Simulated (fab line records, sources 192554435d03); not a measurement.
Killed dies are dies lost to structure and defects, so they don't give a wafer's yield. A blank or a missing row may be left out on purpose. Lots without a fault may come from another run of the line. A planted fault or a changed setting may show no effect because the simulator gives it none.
Chamber matching | flow n5_finfet | N5_BEOL_M14_DESCUM_33 on rie_diel-04: 4 sister chambers
The step chemistry O2, time 7.9 s. 20 wafers are shown with their chamber, then 10 later ones without.

WAFERS WITH THEIR CHAMBER
wafer  | chamber | drypump_motor_current_A (A) | throttle_valve_pct (%) | showerhead_plenum_p_Torr (Torr)
L076.3 | 3       | 5.0                         | 19.9                   | 2.14
L076.5 | 0       | 6.0                         | 20.2                   | 2.13
L076.6 | 1       | 5.6                         | 20.1                   | 2.20
L079.2 | 1       | 5.6                         | 20.1                   | 2.20
L079.3 | 0       | 6.0                         | 20.2                   | 2.12
L079.6 | 0       | 6.0                         | 20.2                   | 2.12
L082.1 | 1       | 5.6                         | 20.1                   | 2.20
L082.2 | 3       | 5.1                         | 19.9                   | 2.14
L082.3 | 0       | 6.0                         | 20.2                   | 2.12
L081.3 | 2       | 5.7                         | 20.5                   | 2.11
L081.4 | 3       | 5.1                         | 20.0                   | 2.14
L081.6 | 1       | 5.6                         | 20.1                   | 2.20
L083.2 | 3       | 5.0                         | 20.0                   | 2.14
L083.5 | 0       | 6.0                         | 20.2                   | 2.12
L083.6 | 3       | 5.0                         | 19.9                   | 2.14
L088.2 | 2       | 5.7                         | 20.5                   | 2.11
L088.5 | 3       | 5.0                         | 20.0                   | 2.13
L088.6 | 2       | 5.7                         | 20.5                   | 2.11
L090.1 | 0       | 6.0                         | 20.2                   | 2.11
L090.3 | 3       | 5.1                         | 20.0                   | 2.13

SIGNATURES (means of the wafers above)
reading                  | chamber 0 | chamber 1 | chamber 2 | chamber 3 | scatter within a chamber
drypump_motor_current_A  | 6.000     | 5.600     | 5.700     | 5.043     | 0.0327
throttle_valve_pct       | 20.200    | 20.100    | 20.500    | 19.957    | 0.0327
showerhead_plenum_p_Torr | 2.1200    | 2.2000    | 2.1100    | 2.1371    | 0.00463
Rule: a wafer's distance from a chamber is the root of the sum, over the readings, of the square of ((its reading less the chamber's mean) divided by the reading's scatter). The wafer belongs to the nearest chamber; if the next one is less than 2 further off, it can't be placed. The scatter: the root of (the sum of the squares of (reading less its chamber's mean) over the shown wafers, divided by (wafers less chambers)).

WAFERS WITHOUT THEIR CHAMBER
wafer  | drypump_motor_current_A (A) | throttle_valve_pct (%) | showerhead_plenum_p_Torr (Torr)
L090.5 | 6.0                         | 20.2                   | 2.11
L093.2 | 5.7                         | 20.5                   | 2.10
L093.3 | 6.0                         | 20.2                   | 2.11
L093.5 | 6.0                         | 20.2                   | 2.11
L095.1 | 5.7                         | 20.5                   | 2.10
L095.2 | 6.0                         | 20.2                   | 2.11
L095.5 | 6.0                         | 20.2                   | 2.11
L097.3 | 5.6                         | 20.1                   | 2.18
L097.5 | 5.6                         | 20.1                   | 2.18
L097.6 | 5.7                         | 20.5                   | 2.10

WHICH CHAMBER EACH WENT THROUGH
wafer  | from the rows above | in truth
L090.5 | 0                   | 0
L093.2 | 2                   | 2
L093.3 | 0                   | 0
L093.5 | 0                   | 0
L095.1 | 2                   | 2
L095.2 | 0                   | 0
L095.5 | 0                   | 0
L097.3 | 1                   | 1
L097.5 | 1                   | 1
L097.6 | 2                   | 2
Placed correctly: 10 of 10. Can't be placed from these rows: 0. Placed wrongly: 0.
